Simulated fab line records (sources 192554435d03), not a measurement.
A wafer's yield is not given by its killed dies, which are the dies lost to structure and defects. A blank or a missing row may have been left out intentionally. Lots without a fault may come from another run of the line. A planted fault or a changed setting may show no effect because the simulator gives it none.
Which tool is to blame? | flow n5 finfet | route of 1938 steps, sampled at 1 step: 11 lots, 31 wafers

== WHAT THE GAUGES READ, wafer by wafer ==
N5_BEOL_M6_CD_MEAS_18: pitch 80 nm, target cd 40 nm. Usual: cd nm reads 40.3 nm (standard deviation 0.71).
lot  | measured     | on        | cd nm (nm)     | flag
L370 | day 9 04:40  | cd sem-01 | 40.6 40.4 41.8 |
L369 | day 9 17:10  | cd sem-03 | 39.6 39.5 39.9 |
L373 | day 10 07:49 | cd sem-01 | 41.3 40.1 39.9 |
L376 | day 10 18:32 | cd sem-02 | 39.9 39.5 39.7 |
L384 | day 12 17:55 | cd sem-01 | 40.2 39.0      |
L386 | day 13 00:43 | cd sem-01 | 40.8 40.7 40.6 |
L385 | day 13 00:50 | cd sem-03 | 39.2 39.8 39.9 |
L387 | day 13 21:20 | cd sem-01 | 42.0 40.5      |
L389 | day 13 23:13 | cd sem-01 | 41.1 41.2 40.9 |
L390 | day 14 03:20 | cd sem-02 | 39.9 40.5 40.2 |
L391 | day 14 17:50 | cd sem-02 | 39.8 41.4 40.9 |

== WHICH TOOL RAN EACH LOT (tool, then ch and the chambers of the sampled wafers, then the start) ==
The record shows no process step preceding these readings.

== AS READ BY THE TOOLS THEMSELVES (means over the sampled wafers that have a number; for cases with no such wafer, the mark the record gives instead) ==
The record holds no such reading with a usual standard deviation.

== THE ANSWER, worked out from the rows above alone ==
Rule: a lot counts as off when the mean over its wafers that have a number is more than 3 standard deviations away from the usual mean. Also off: a lot with no number at a reading for which 4 or more lots have one. All remaining lots with rows at the step are treated as sound. After the gauges, taken in route order, come the tools' own readings; for these a lot's mean is taken, as printed above. At the first step where some lot is off, the reading lying furthest off is the one used; lots without a number count as furthest.
No lot is off at any reading shown: from this, nothing can be told.

== WHAT THE SIMULATOR HAD INSERTED ==
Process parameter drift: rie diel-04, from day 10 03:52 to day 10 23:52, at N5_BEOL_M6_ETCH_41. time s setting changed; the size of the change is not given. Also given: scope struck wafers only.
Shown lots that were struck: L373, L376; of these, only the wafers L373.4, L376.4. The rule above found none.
